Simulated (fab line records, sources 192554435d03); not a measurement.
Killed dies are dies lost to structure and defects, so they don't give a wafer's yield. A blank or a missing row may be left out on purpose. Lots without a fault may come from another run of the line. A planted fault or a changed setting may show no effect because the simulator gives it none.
Chamber matching | flow n5_finfet | N5_BEOL_M1_ILD_DEP_00 on pecvd-01: 3 sister chambers
The step deposits SiOC from DEMS/O2, target thk 79 nm, time 15.3 s. 6 wafers are shown with their chamber, then 10 later ones without.

WAFERS WITH THEIR CHAMBER
wafer  | chamber | throttle_valve_pct (%) | heater_power_w (W)
L079.1 | 2       | 12.4                   | 399
L083.2 | 2       | 12.3                   | 430
L089.3 | 1       | 13.7                   | 544
L089.6 | 0       | 11.8                   | 354
L091.2 | 1       | 13.8                   | 469
L091.3 | 0       | 11.9                   | 373

WAFERS WITHOUT THEIR CHAMBER
wafer  | throttle_valve_pct (%) | heater_power_w (W)
L091.5 | 13.9                   | 489
L093.1 | 11.6                   | 419
L093.5 | 11.7                   | 345
L093.6 | 14.0                   | 562
L094.2 | 11.7                   | 350
L094.4 | 12.1                   | 469
L094.6 | 11.8                   | 356
L097.2 | 11.8                   | 400
L097.3 | 14.0                   | 514
L097.4 | 14.0                   | 517

WHICH CHAMBER EACH WENT THROUGH
wafer  | from the rows above     | in truth
L091.5 | 1                       | 1
L093.1 | 0                       | 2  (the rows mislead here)
L093.5 | 0                       | 0
L093.6 | 1                       | 1
L094.2 | 0                       | 0
L094.4 | can't be placed: 2 or 0 | 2
L094.6 | 0                       | 0
L097.2 | 0                       | 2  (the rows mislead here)
L097.3 | 1                       | 1
L097.4 | 1                       | 1
Placed correctly: 7 of 10. Can't be placed from these rows: 1 (the true chamber is among the candidates in 1). Placed wrongly: 2.
How it was worked out, from the rows above alone: a wafer's distance from a chamber is the root of the sum, over the readings, of the square of ((its reading less the chamber's mean) divided by the reading's scatter). The wafer belongs to the nearest chamber; if the next one is less than 2 further off, it can't be placed. A chamber's mean is the mean of its shown wafers. The scatter: the root of (the sum of the squares of (reading less its chamber's mean) over the shown wafers, divided by (wafers less chambers)).
